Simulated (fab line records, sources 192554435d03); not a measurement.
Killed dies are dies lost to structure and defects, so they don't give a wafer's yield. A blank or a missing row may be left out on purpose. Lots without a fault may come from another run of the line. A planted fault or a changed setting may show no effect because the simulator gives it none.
Which tool did it? | flow n5_finfet | 11 lots, 32 wafers sampled, at 2 steps of a route of 1938

WHAT THE GAUGES READ, wafer by wafer
N5_PASSIVATION_CD_MEAS_30: target cd 4000 nm.
lot  | measured     | on        | cd_nm (nm)
L592 | day 12 01:05 | cd_sem-01 | 4000.5 4000.7 4000.3
L593 | day 12 03:44 | cd_sem-02 | 3999.6 4000.9
L594 | day 12 06:39 | cd_sem-02 | 3995.6 3997.7 3998.3
L595 | day 12 23:56 | cd_sem-02 | 4001.4 4000.7 3997.5
L597 | day 13 16:13 | cd_sem-03 | 4002.5 4004.0 4001.4
L598 | day 13 10:19 | cd_sem-03 | 3998.3 3999.0 4000.4
L600 | day 14 18:01 | cd_sem-02 | 4001.1 4000.9 4001.0
L605 | day 15 12:22 | cd_sem-03 | 3997.4 4000.8 4001.6
L606 | day 15 17:16 | cd_sem-02 | 3998.1 3997.5 3997.2
L612 | day 17 15:37 | cd_sem-01 | 3999.5 4000.1 3999.2
L614 | day 18 08:35 | cd_sem-02 | 4001.7 4001.4 4001.5

WHICH TOOL RAN EACH LOT (tool, then ch and the chambers of the sampled wafers, then the start)
lot  | N5_BEOL_M2_SPUTTER_86
L592 | pvd_sputter-01, day 6 19:52
L593 | pvd_sputter-03, day 7 02:36
L594 | pvd_sputter-01, day 7 11:54
L595 | pvd_sputter-01, day 7 16:44
L597 | pvd_sputter-01, day 8 09:29
L598 | pvd_sputter-03, day 8 09:34
L600 | pvd_sputter-02, day 9 01:35
L605 | pvd_sputter-01, day 9 21:20
L606 | pvd_sputter-01, day 10 10:30
L612 | pvd_sputter-03, day 12 07:02
L614 | pvd_sputter-02, day 12 09:43
- N5_BEOL_M2_SPUTTER_86: material Cu, target thk 4.5 nm, time 8.29 s.

THE ANSWER, worked out from the rows above alone
Rule: what is usual is taken from the lots themselves. Put in order of their means at a reading, lots are off if they are a third of the lots or fewer, leave a main group of 4 or more, and stand apart from it by a gap of 3 or more times the standard deviation of the main group's means; of several such gaps the widest counts. A main group whose means are all the same, to the digits that the tables above print for the reading, isn't used. A lot without any number at a reading at which 4 lots or more have one is off too. The other lots that the step has rows for count as sound.
No lot is off at any reading shown: from this, nothing can be told.

WHAT THE SIMULATOR HAD PUT IN
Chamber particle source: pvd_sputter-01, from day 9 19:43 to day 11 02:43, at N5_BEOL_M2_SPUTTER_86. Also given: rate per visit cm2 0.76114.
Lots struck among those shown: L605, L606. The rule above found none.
